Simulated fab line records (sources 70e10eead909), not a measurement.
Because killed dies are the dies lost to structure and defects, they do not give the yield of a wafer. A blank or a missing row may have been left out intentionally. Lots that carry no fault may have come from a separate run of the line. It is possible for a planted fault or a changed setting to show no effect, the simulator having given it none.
Tool commonality check / flow nand-harc / 1 lot, 3 wafers sampled

## WHAT PROMPTED THE OPENING
At NHARC_END_SORT_01 the reading killed-at-periphery is flagged on 1 of 1 lot. No-fault wafers: 3.5, standard deviation 2.5.
Rule: a lot gets a flag if all its wafers with a number sit over 4 standard deviations from that mean, or if no wafer of it has a number. The other lots count as sound.

lot=L625; measured=day 27 20:07; on=prober-02; killed-at-periphery, wafer by wafer=614 609 623; flag=FLAGGED
Flagged lots average 615.3: +611.8 relative to the usual, that is +99 or more standard deviations.

## WHICH TOOL EACH LOT WENT THROUGH
4 process steps preceding the reading are held in the record, out of 1302 steps in the route. Cell contents, in order: the tool; ch with the chambers the sampled wafers went through; the start.
lot=L625; flag=FLAGGED; NHARC_P_GATE_DEP_103=pecvd-03 ch 1,2, day 8 02:58; NHARC_P_GATE_ALD_36=ald-sin-01 ch 0,2, day 8 05:05; NHARC_P_GATE_EXPOSE_56=krf-scanner-02 ch 0, day 8 17:02; NHARC_P_GATE_STRIP_112=plasma-asher-01 ch 0,1, day 8 17:46
What is done by these steps:
- NHARC_P_GATE_DEP_103: deposits SiON, target thk 30 nm.
- NHARC_P_GATE_ALD_36: deposits SiNx, target thk 20 nm, pulse time 60 s, ald cycles 223.
- NHARC_P_GATE_EXPOSE_56: exposes mask P PSD, target cd 720 nm.
- NHARC_P_GATE_STRIP_112: strips in N2/H2, time 200 s.
- NHARC_END_SORT_01

## FLAGGED AGAINST TOTAL, ONE TOOL AT A TIME (gauges that did the reading follow at the end)
step=NHARC_P_GATE_DEP_103; tool=pecvd-03; lots run=1; flagged=1; share of the flagged lots=all; sound lots run after its first flagged lot=0
step=NHARC_P_GATE_ALD_36; tool=ald-sin-01; lots run=1; flagged=1; share of the flagged lots=all; sound lots run after its first flagged lot=0
step=NHARC_P_GATE_EXPOSE_56; tool=krf-scanner-02; lots run=1; flagged=1; share of the flagged lots=all; sound lots run after its first flagged lot=0
step=NHARC_P_GATE_STRIP_112; tool=plasma-asher-01; lots run=1; flagged=1; share of the flagged lots=all; sound lots run after its first flagged lot=0
step=NHARC_END_SORT_01; tool=prober-02; lots run=1; flagged=1; share of the flagged lots=all; sound lots run after its first flagged lot=0

## WHAT THE TABLE PERMITS
5 rows of the table ran every flagged lot: pecvd-03 at NHARC_P_GATE_DEP_103, ald-sin-01 at NHARC_P_GATE_ALD_36, krf-scanner-02 at NHARC_P_GATE_EXPOSE_56, plasma-asher-01 at NHARC_P_GATE_STRIP_112, prober-02 at NHARC_END_SORT_01.
- pecvd-03 at NHARC_P_GATE_DEP_103: 1 of its 1 lot flagged. It ran no sound lot before its first flagged lot in this sample, so the start can't be narrowed down.
- ald-sin-01 at NHARC_P_GATE_ALD_36: 1 of its 1 lot flagged. It ran no sound lot before its first flagged lot in this sample, so the start can't be narrowed down.
- krf-scanner-02 at NHARC_P_GATE_EXPOSE_56: 1 of its 1 lot flagged. It ran no sound lot before its first flagged lot in this sample, so the start can't be narrowed down.
- plasma-asher-01 at NHARC_P_GATE_STRIP_112: 1 of its 1 lot flagged. It ran no sound lot before its first flagged lot in this sample, so the start can't be narrowed down.
- prober-02 at NHARC_END_SORT_01: 1 of its 1 lot flagged. It ran no sound lot before its first flagged lot in this sample, so the start can't be narrowed down.
A lot count leaves these 5 tools indistinguishable: every one of them fits a fault beginning at some hour. More lots, or a look at what each step does to the wafer, might.

## WHAT THE SIMULATOR PUT IN
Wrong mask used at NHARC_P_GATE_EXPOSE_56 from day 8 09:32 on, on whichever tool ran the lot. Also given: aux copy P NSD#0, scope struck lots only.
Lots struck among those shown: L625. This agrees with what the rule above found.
